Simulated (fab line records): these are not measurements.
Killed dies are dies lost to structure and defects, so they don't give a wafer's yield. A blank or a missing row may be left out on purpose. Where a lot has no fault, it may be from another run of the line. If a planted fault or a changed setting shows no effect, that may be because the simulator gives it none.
Matching of chambers / flow n5-finfet / N5_BEOL_M5_CO_CAP_78 on cvd-co-02 has 3 sister chambers
The step material Co, precursor CCTBA/H2, target thk 2 nm, time 102.1 s. 3 wafers are shown with their chamber, then 12 later ones without.

## WAFERS PAIRED WITH THEIR CHAMBERS
wafer=L090.1; chamber=2; heater-power-w (W)=227
wafer=L090.2; chamber=0; heater-power-w (W)=215
wafer=L090.3; chamber=1; heater-power-w (W)=228

## WAFERS WITH NO CHAMBER GIVEN
wafer=L090.4; heater-power-w (W)=225
wafer=L090.5; heater-power-w (W)=226
wafer=L090.6; heater-power-w (W)=213
wafer=L094.3; heater-power-w (W)=221
wafer=L094.4; heater-power-w (W)=213
wafer=L094.5; heater-power-w (W)=219
wafer=L096.2; heater-power-w (W)=230
wafer=L096.3; heater-power-w (W)=216
wafer=L096.4; heater-power-w (W)=221
wafer=L097.1; heater-power-w (W)=209
wafer=L097.3; heater-power-w (W)=225
wafer=L097.6; heater-power-w (W)=225

## CHAMBER TAKEN BY EACH
wafer=L090.4; from the rows above=can't be placed: 2 or 1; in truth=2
wafer=L090.5; from the rows above=can't be placed: 2 or 1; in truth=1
wafer=L090.6; from the rows above=0; in truth=0
wafer=L094.3; from the rows above=can't be placed: 0 or 2 or 1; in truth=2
wafer=L094.4; from the rows above=0; in truth=0
wafer=L094.5; from the rows above=can't be placed: 0 or 2 or 1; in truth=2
wafer=L096.2; from the rows above=can't be placed: 1 or 2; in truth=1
wafer=L096.3; from the rows above=0; in truth=0
wafer=L096.4; from the rows above=can't be placed: 0 or 2 or 1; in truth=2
wafer=L097.1; from the rows above=0; in truth=0
wafer=L097.3; from the rows above=can't be placed: 2 or 1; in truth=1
wafer=L097.6; from the rows above=can't be placed: 2 or 1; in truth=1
Correct placement for 4 of the 12. Not placeable from these rows: 8 (in 8, the candidates include the true chamber). Number placed wrongly: 0.
How it was worked out, from the rows above alone: a wafer's distance from a chamber is the root of the sum, over the readings, of the square of ((its reading less the chamber's mean) divided by the reading's scatter). If the next closest chamber is less than 2 further off than the closest, the wafer can't be placed; otherwise it belongs to the closest. Each chamber's mean is taken over the wafers shown for it. The scatter: root of mean squared gap, hidden wafer to nearest shown wafer, with one shown wafer a chamber.
